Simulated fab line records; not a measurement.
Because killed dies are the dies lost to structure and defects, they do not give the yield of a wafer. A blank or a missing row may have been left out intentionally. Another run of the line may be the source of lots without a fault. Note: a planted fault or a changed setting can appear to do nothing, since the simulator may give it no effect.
fab line records	flow nand_harc
[record] lots = 11	wafers = 33	last_day = 33
route steps=1302 shown P_BONDPAD@372 A_ZERO_WELL@404 A_ONON_D1@428 END@1302
lots that met no fault: from a run of the same line without faults
start_h: hours from the record's opening day to when the first of the lot's shown wafers began	wait_h: hours elapsed since this lot's preceding step	" unchanged from the row above	L1.1+2: a row that stands for several wafers	- no value, or no start was given	* or withheld: withheld	< > ~ a bound
route shown NAME@n: a module of which the file shows steps, and the number in the route of the first	usual: mean/standard deviation of fault-free wafers	same: alike in all rows	chamber/n: place in a boat	sites: the reading at each site	_std_site: their standard deviation	_edge_site: outer sites' mean less inner sites'	radius_mm: how far each site lies from the wafer's centre	mask NAME#n: copy n	behind: the tool/chamber that last shaped the wafer	hold: what put the lot on hold/how long, in hours/how the hold closed	device: which transistor (n, p or np) failed to switch	end of line: the same wafers' tests at the end of the route	step lacking rows: just its recipe	killed: not the wafer's yield, but the dies lost to structure and defects at the first sort	map: the dies of a wafer, with x for killed, . for not killed, _ for no die there
set.NAME: the setting that was run; set.NAME@STEP: the one run at that earlier step	model.NAME: the simulator's own value behind a step, which no gauge read
a sample of lots followed through the steps of the route, with each step as a table and each wafer as a row
services: the hour from which a tool's chamber was out of use, counted from the record's first day as start_h (under 0 if before that day), plus the number of hours and why
[[steps]]
[step NHARC_P_BONDPAD_ETCH_24]
[recipe] target_depth_a = 300	over_etch_frac = 0.3	time_s = 72.99	ion_energy_ev = 150	cf4_flow_sccm = 50	n2_flow_sccm = 100	ar_flow_sccm = 150	rf_w = 300	bias_w = 100	chemistry = CF4/N2
[usual] drypump_motor_current_A = 5.7/0.51	oes_product_au = 0.998/0.011	rf_vpp_V = 314.1/2	showerhead_plenum_p_Torr = 2.62/0.1	throttle_valve_pct = 19.794/0.0085
lot.wafer	tool	chamber	start_h	wait_h	drypump_motor_current_A	oes_product_au	rf_hours_counter_h	rf_vpp_V	showerhead_plenum_p_Torr	throttle_valve_pct
L775.4	rie_diel-10	3	-	-	6.1	1.006	4.3	312.4	2.52	19.800
L775.2	"	1	"	"	5.0	1.006	3.8	316.5	2.76	19.785
L775.5	"	3	"	"	6.1	0.995	-	311.8	2.52	19.806
L781.4	rie_diel-05	3	-	-	5.0	1.007	9.4	317.1	2.77	19.797
L781.6	"	1	"	"	5.3	0.986	-	310.0	2.46	19.801
L781.5	"	2	"	"	6.3	0.998	-	314.9	2.65	19.790
L784.1	rie_diel-12	0	-	-	5.2	0.992	4.7	314.8	2.68	19.798
L784.5	"	2	"	"	5.5	1.001	-	311.7	2.54	19.780
L784.6	"	3	"	"	6.7	1.009	-	314.2	2.58	19.793
L787.1	rie_diel-10	1	-	-	5.0	1.001	1.2	315.8	2.76	19.784
L787.3	"	2	"	"	5.6	0.995	2.6	313.4	2.59	19.790
L787.4	"	3	"	"	6.1	0.992	2.9	312.0	2.52	19.780
L790.1	rie_diel-12	2	309.45	0.1	5.5	0.986	1.0	312.5	2.54	19.791
L790.3	"	0	"	"	5.2	0.995	1.1	315.7	2.67	19.791
L790.4	"	2	"	"	5.5	1.002	-	312.8	2.54	19.801
L791.1	rie_diel-05	2	-	-	6.3	1.000	5.5	314.9	2.64	19.801
L791.4	"	3	"	"	5.0	0.984	6.9	318.4	2.76	19.795
L791.6	"	1	"	"	5.3	0.986	-	312.4	2.45	19.797
L793.4	rie_diel-12	0	-	-	5.2	0.992	1.7	315.0	2.67	19.793
L793.3	"	3	"	"	6.7	0.988	1.6	313.0	2.57	19.796
L793.5	"	0	"	"	5.2	1.016	-	313.7	2.67	19.807
L792.2	rie_diel-12	1	-	-	6.0	0.999	0.9	316.7	2.70	19.811
L792.4	"	2	"	"	5.5	0.971	1.7	314.0	2.54	19.806
L792.6	"	2	"	"	5.5	0.974	-	311.0	2.54	19.790
L794.4	rie_diel-10	1	-	-	5.0	0.994	4.2	316.1	2.76	19.783
L794.2	"	2	"	"	5.6	1.007	5.3	313.8	2.59	19.780
L794.6	"	1	"	"	5.0	0.997	-	317.0	2.76	19.805
L795.3	rie_diel-05	2	-	-	6.3	1.006	7.5	316.0	2.64	19.803
L795.1	"	0	"	"	5.6	0.986	8.7	313.7	2.55	19.782
L795.6	"	1	"	"	5.4	0.987	-	311.3	2.45	19.789
L796.4	rie_diel-12	1	-	-	6.0	0.999	2.0	315.3	2.70	19.784
L796.1	"	0	"	"	5.2	1.022	3.0	315.0	2.67	19.786
L796.5	"	1	"	"	6.0	1.008	-	314.8	2.70	19.794
[step NHARC_P_BONDPAD_ACTIVATE_29]
[recipe] time_s = 60	n2_flow_sccm = 200	ar_flow_sccm = 0	bias_power_w = 0	chemistry = N2
[usual] drypump_motor_current_A = 5.7/0.53	oes_product_au = 0.998/0.01	rf_vpp_V = 64.1/0.87	showerhead_plenum_p_Torr = 1.78/0.076
lot.wafer	tool	chamber	start_h	wait_h	drypump_motor_current_A	oes_product_au	rf_hours_counter_h	rf_vpp_V	showerhead_plenum_p_Torr
L775.2	rie_diel-10	2	165.31	0.1	5.6	0.990	4.5	63.8	1.75
L775.4	"	0	"	"	6.2	1.017	4.6	65.7	1.90
L775.5	"	1	"	"	5.0	1.006	-	64.0	1.87
L781.4	rie_diel-12	0	215.86	0.1	5.2	0.989	3.9	64.2	1.80
L781.5	"	3	"	"	6.7	1.018	-	64.2	1.73
L781.6	"	0	"	"	5.2	0.990	-	63.7	1.80
L784.1	rie_diel-12	3	246.55	0.1	6.7	1.011	5.2	64.3	1.73
L784.5	"	2	"	"	5.5	0.992	-	63.6	1.70
L784.6	"	3	"	"	6.7	1.011	-	63.9	1.73
L787.1	rie_diel-10	3	287.45	0.1	6.1	0.984	3.0	64.7	1.69
L787.4	"	0	"	"	6.3	1.014	2.8	64.7	1.90
L787.3	"	1	"	"	4.9	1.002	1.3	64.8	1.86
L790.3	rie_diel-05	3	311.55	0.1	5.0	0.997	5.8	64.6	1.87
L790.4	"	1	"	"	5.3	0.994	4.4	63.7	1.64
L790.1	"	2	"	"	6.3	0.996	5.0	64.7	1.78
L791.1	rie_diel-10	3	321.16	0.1	6.1	0.991	3.8	64.1	1.69
L791.4	"	0	"	"	6.1	1.010	3.7	64.7	1.90
L791.6	"	0	"	"	6.2	1.017	-	64.4	1.90
L793.4	rie_diel-12	2	337.82	0.1	5.5	0.985	1.7	64.5	1.70
L793.3	"	3	"	"	6.7	0.997	1.7	62.8	1.73
L793.5	"	1	"	"	6.0	0.993	-	63.6	1.82
L792.2	rie_diel-10	1	338.69	0.1	5.0	1.027	3.5	65.7	1.86
L792.4	"	2	"	"	5.6	1.012	4.7	62.4	1.74
L792.6	"	0	"	"	6.2	1.020	-	65.8	1.90
L794.4	rie_diel-05	2	357.99	0.1	6.2	1.012	7.4	64.8	1.78
L794.2	"	0	"	"	5.6	0.987	8.5	62.7	1.71
L794.6	"	1	"	"	5.3	0.987	-	64.3	1.64
L795.1	rie_diel-10	2	364.55	0.1	5.6	1.010	5.9	64.3	1.74
L795.3	"	3	"	"	6.1	0.991	5.8	64.4	1.69
L795.6	"	2	"	"	5.6	0.999	-	63.8	1.74
L796.1	rie_diel-12	2	376.87	0.1	5.5	0.990	2.9	64.0	1.70
L796.4	"	3	"	"	6.6	1.012	2.9	64.1	1.73
L796.5	"	2	"	"	5.5	0.988	-	62.7	1.70
[step NHARC_A_ZERO_WELL_ETCH_19]
[recipe] target_depth_a = 800	overetch_a = 240	time_s = 87.88	ion_energy_ev = 200	n2_flow_sccm = 150	h2_flow_sccm = 150	ar_flow_sccm = 0	rf_w = 400	bias_w = 150	chemistry = N2/H2
[usual] drypump_motor_current_A = 5.6/0.39	oes_product_au = 0.999/0.0079	rf_vpp_V = 432.3/2.9	showerhead_plenum_p_Torr = 2.11/0.1	throttle_valve_pct = 14.171/0.0094
lot.wafer	tool	chamber	start_h	wait_h	drypump_motor_current_A	oes_product_au	rf_hours_counter_h	rf_vpp_V	showerhead_plenum_p_Torr	throttle_valve_pct
L775.4	rie_diel-04	1	166.67	0.1	5.3	0.993	4	431.9	2.08	14.166
L775.2	"	2	"	"	5.8	1.002	4	433.6	2.14	14.179
L775.5	"	0	"	"	6.2	1.002	-	434.2	2.21	14.160
L781.4	rie_diel-09	0	217.34	0.1	5.3	0.998	12	428.6	1.91	14.163
L781.6	"	0	"	"	5.3	0.992	-	427.4	1.91	14.176
L781.5	"	1	"	"	5.4	1.000	-	433.2	2.09	14.168
L784.1	rie_diel-09	3	247.91	0.1	6.0	0.998	19	434.6	2.19	14.173
L784.6	"	2	"	"	5.1	1.001	-	427.1	1.90	14.186
L784.5	"	3	"	"	6.0	0.992	-	434.8	2.19	14.175
L787.1	rie_diel-04	1	288.95	0.1	5.3	1.000	3	430.3	2.08	14.163
L787.3	"	2	"	"	5.8	1.003	2	433.0	2.14	14.165
L787.4	"	0	"	"	6.2	1.008	3	434.2	2.20	14.181
L790.3	rie_diel-04	1	313.05	0.1	5.3	0.995	3	431.7	2.08	14.176
L790.4	"	2	"	"	5.8	1.008	2	432.8	2.14	14.186
L790.1	"	0	"	"	6.2	1.006	3	433.9	2.20	14.172
L791.1	rie_diel-02	2	322.54	0.1	6.3	0.997	32	430.6	2.02	14.167
L791.4	"	0	"	"	5.1	1.004	27	432.5	2.07	14.162
L791.6	"	1	"	"	6.3	1.006	-	430.6	2.10	14.182
L793.3	rie_diel-09	2	339.17	0.1	5.1	0.978	1	426.9	1.90	14.176
L793.4	"	3	"	"	6.0	1.011	1	433.7	2.18	14.166
L793.5	"	1	"	"	5.4	0.996	-	432.3	2.08	14.177
L792.2	rie_diel-09	3	340.03	0.1	6.0	0.999	1	434.4	2.18	14.185
L792.4	"	2	"	"	5.1	0.989	1	426.7	1.89	14.183
L792.6	"	3	"	"	6.0	1.009	-	434.7	2.18	14.175
L794.4	rie_diel-02	3	359.48	0.2	5.2	0.997	36	429.7	2.00	14.173
L794.2	"	1	"	"	6.3	0.984	43	434.1	2.09	14.161
L794.6	"	3	"	"	5.2	1.010	-	429.8	2.00	14.156
L795.3	rie_diel-09	3	365.91	0.1	6.0	0.997	4	433.6	2.18	14.168
L795.1	"	0	"	"	5.3	1.003	6	425.7	1.90	14.175
L795.6	"	2	"	"	5.2	0.988	-	426.3	1.89	14.155
L796.1	rie_diel-04	2	378.37	0.1	5.8	0.998	0	433.3	2.14	14.186
L796.4	"	3	"	"	5.4	0.990	1	434.4	2.19	14.182
L796.5	"	1	"	"	5.3	0.987	-	432.0	2.08	14.165
[step NHARC_A_ONON_D1_DEP_06]
[recipe] target_thk_a = 10000	n2_flow_sccm = 2750	n2o_flow_sccm = 2000	nh3_flow_sccm = 500	sih4_flow_sccm = 210	temp_c = 400
[usual] sih4_flow_sccm = 209.9/0.63
lot.wafer	tool	chamber	start_h	wait_h	sih4_flow_sccm
L775.2	pecvd_onon-04	0	188.59	0.1	209.4
L775.4	"	0	"	"	209.0
L775.5	"	0	"	"	210.7
L781.4	pecvd_onon-04	0	244.25	0.2	209.8
L781.5	"	0	"	"	210.5
L781.6	"	0	"	"	209.9
L784.1	pecvd_onon-04	0	271.72	0.1	209.4
L784.5	"	0	"	"	209.8
L784.6	"	0	"	"	209.7
L787.1	pecvd_onon-01	0	312.55	0.1	209.6
L787.3	"	0	"	"	209.3
L787.4	"	0	"	"	209.8
L790.1	pecvd_onon-04	0	335.58	0.1	210.3
L790.3	"	0	"	"	209.5
L790.4	"	0	"	"	209.3
L791.1	pecvd_onon-02	0	345.53	0.1	209.3
L791.4	"	0	"	"	209.7
L791.6	"	0	"	"	209.7
L792.2	pecvd_onon-04	0	364.01	0.1	209.4
L792.4	"	0	"	"	209.6
L792.6	"	0	"	"	209.9
L793.3	pecvd_onon-02	0	364.09	0.2	210.1
L793.4	"	0	"	"	211.7
L793.5	"	0	"	"	211.2
L794.2	pecvd_onon-02	0	381.94	0.1	210.7
L794.4	"	0	"	"	210.4
L794.6	"	0	"	"	209.8
L795.1	pecvd_onon-04	0	389.91	0.1	209.7
L795.3	"	0	"	"	210.8
L795.6	"	0	"	"	211.1
L796.1	pecvd_onon-02	0	401.14	0.1	210.3
L796.4	"	0	"	"	210.4
L796.5	"	0	"	"	210.0
[step NHARC_A_ONON_D1_THK_MEAS_08]
[recipe] thk_meas_gauge = ellipsometry
[usual] thk_nm = 998/12
lot.wafer	tool	chamber	start_h	wait_h	thk_nm
L775.2	film_metro-02	-	189.04	-	1001
L775.4	"	-	"	"	998
L775.5	"	-	"	"	999
L781.4	film_metro-01	-	244.58	-	1001
L781.5	"	-	"	"	1002
L781.6	"	-	"	"	707
L784.1	film_metro-02	-	272.23	-	713
L784.5	"	-	"	"	1008
L784.6	"	-	"	"	711
L787.1	film_metro-01	-	313.06	-	1002
L787.3	"	-	"	"	1001
L787.4	"	-	"	"	1002
L790.1	film_metro-01	-	336.09	-	988
L790.3	"	-	"	"	989
L790.4	"	-	"	"	988
L791.1	film_metro-01	-	346.03	-	1017
L791.4	"	-	"	"	1013
L791.6	"	-	"	"	1017
L792.2	film_metro-01	-	364.47	-	1023
L792.4	"	-	"	"	1023
L792.6	"	-	"	"	1022
L793.3	film_metro-01	-	364.49	-	1007
L793.4	"	-	"	"	1006
L793.5	"	-	"	"	1004
L794.2	film_metro-01	-	382.39	-	1006
L794.4	"	-	"	"	1008
L794.6	"	-	"	"	1007
L795.1	film_metro-01	-	390.43	-	1012
L795.3	"	-	"	"	1012
L795.6	"	-	"	"	1010
L796.1	film_metro-01	-	401.65	-	995
L796.4	"	-	"	"	994
L796.5	"	-	"	"	996
[step NHARC_END_SORT_01]
[recipe] temp_c = 25
[usual] killed_at_array = 54/17	killed_at_other = 1.0/1.4	killed_at_periphery = 3.6/2.1	killed_dies = 58/17	killed_open = 3.2/2	killed_short = 2.5/1.5
[same] gross_dies = 677
lot.wafer	tool	chamber	start_h	wait_h	killed_at_array	killed_at_other	killed_at_periphery	killed_dies	killed_open	killed_short
L781.4	prober-01	0	640.65	3.4	52	0	3	55	3	4
L781.5	prober-01	0	641.45	3.7	54	0	3	57	4	4
L781.6	prober-01	0	642.25	4.0	674	0	3	677	3	2
L784.1	prober-02	0	658.86	2.5	671	2	4	677	3	1
L784.5	prober-02	0	662.06	3.7	42	0	5	47	1	4
L784.6	prober-02	0	662.86	4.0	673	0	4	677	0	3
// killed by level:class
L781.4 A_SLIT:chamber_film_flake=28 A_CHANNEL_HOLE_D2:chamber_film_flake=11 A_CHANNEL_HOLE_D1:chamber_film_flake=3 A_CONTACT:chamber_film_flake=3 A_ONON_D2:geometric_particle:short=2 A_STAIRCASE:chamber_film_flake=2 P_CONTACT:geometric_particle:open=1 P_M0:geometric_particle:short=1
L781.5 A_SLIT:chamber_film_flake=31 A_CHANNEL_HOLE_D2:chamber_film_flake=8 A_CHANNEL_HOLE_D1:chamber_film_flake=7 A_DECK1_JOINT:geometric_particle:open=2 A_WL_FILL:geometric_particle:short=2 A_ZERO_WELL:chamber_film_flake=2 P_GATE:geometric_particle:open=1 P_CONTACT:geometric_particle:open=1
L781.6 A_ONON_D1:area_dep=634 A_SLIT:chamber_film_flake=29 A_CHANNEL_HOLE_D2:chamber_film_flake=4 A_CONTACT:chamber_film_flake=3 A_M0:geometric_particle:open=2 P_M0:geometric_particle:open=1 P_M1:geometric_particle:short=1 A_ONON_D1:geometric_particle:short=1
L784.1 A_ONON_D1:area_dep=612 A_CHANNEL_HOLE_D1:chamber_film_flake=32 A_CHANNEL_HOLE_D2:chamber_film_flake=21 P_GATE:chamber_film_flake=3 A_DECK1_JOINT:chamber_film_flake=2 P_CONTACT:geometric_particle:open=1 A_CONTACT:geometric_particle:open=1 A_BONDPAD:geometric_particle:short=1
L784.5 A_CHANNEL_HOLE_D1:chamber_film_flake=15 A_CHANNEL_HOLE_D2:chamber_film_flake=13 A_SLIT:chamber_film_flake=5 A_CONTACT:chamber_film_flake=4 P_GATE:chamber_film_flake=2 P_STI:geometric_particle:short=1 A_CHANNEL_FILL_D1:geometric_particle:short=1 A_CHANNEL_HOLE_D2:geometric_particle:short=1
L784.6 A_ONON_D1:area_dep=616 A_CHANNEL_HOLE_D1:chamber_film_flake=29 A_CHANNEL_HOLE_D2:chamber_film_flake=17 A_SLIT:chamber_film_flake=5 P_ZERO_WELL:chamber_film_flake=3 A_CHANNEL_FILL_D1:geometric_particle:short=2 A_ONON_D2:geometric_particle:short=1 P_GATE:chamber_film_flake=1
[[services]]
tool	chamber	start_h	hours	kind
rie_diel-09	-	143.10	9.0	pm
pecvd_onon-04	-	160.60	4.0	repair
rie_diel-04	1	168.94	4.7	repair
rie_diel-04	2	176.95	11.7	repair
rie_diel-04	-	177.90	9.0	pm
pecvd_onon-02	-	185.00	13.0	pm
rie_diel-05	0	228.13	5.4	repair
rie_diel-05	-	229.80	9.0	pm
rie_diel-10	-	242.50	9.0	pm
rie_diel-10	1	261.71	13.3	repair
rie_diel-12	2	267.40	1.3	repair
rie_diel-12	-	268.40	9.0	pm
rie_diel-12	1	278.68	3.4	repair
rie_diel-12	1	291.57	20.1	repair
rie_diel-09	2	293.32	3.6	repair
rie_diel-09	0	294.86	1.2	repair
pecvd_onon-04	-	311.05	13.0	pm
rie_diel-09	-	320.10	9.0	pm
rie_diel-09	-	341.46	0.5	repair
rie_diel-09	3	343.53	14.6	repair
rie_diel-12	1	366.14	4.2	repair
rie_diel-05	3	382.28	13.2	repair
rie_diel-10	0	389.88	7.4	repair
rie_diel-05	0	397.94	7.1	repair
[[key]]
[first_sign] step = NHARC_A_ONON_D1_THK_MEAS_08	reading = thk_nm	direction = down	sigmas = 24	usual = 998	struck = 710
[effect] step = NHARC_END_SORT_01	reading = killed_dies	direction = up	sigmas = 36	usual = 58	struck = 677
[more_kills_born_at] NHARC_A_ONON_D1_DEP_06@pecvd_onon-04 = 1862
met_at NHARC_A_ONON_D1_DEP_06
struck_lots L781,L784
struck_wafers L781.6,L784.1,L784.6
later_rows_left_out L781.6,L784.1,L784.6
tester_left_out L781,L784
not_acting_at NHARC_P_BONDPAD_ETCH_24,NHARC_P_BONDPAD_ACTIVATE_29,NHARC_A_ZERO_WELL_ETCH_19
onset_between 188.59 244.25
[fault] kind = process_parameter_drift	tool = pecvd_onon-04	chamber = -	onset_h = 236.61	steps = NHARC_A_ONON_D1_DEP_06	channel = target_thk_a	offset = *	shape = step	end_h = 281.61	scope = struck_wafers_only	acts_in = *	stated = *
// tester_left_out: of these lots the tester's yield and bins aren't shown, on N5 and GAA mostly nor the transistor test; their killed dies are dies lost to structure and defects alone, not to doping, threshold or leakage, so they don't give the yield
// later_rows_left_out: the simulator's readings of these wafers behind a module that went badly wrong aren't trusted and aren't shown, but for the sort
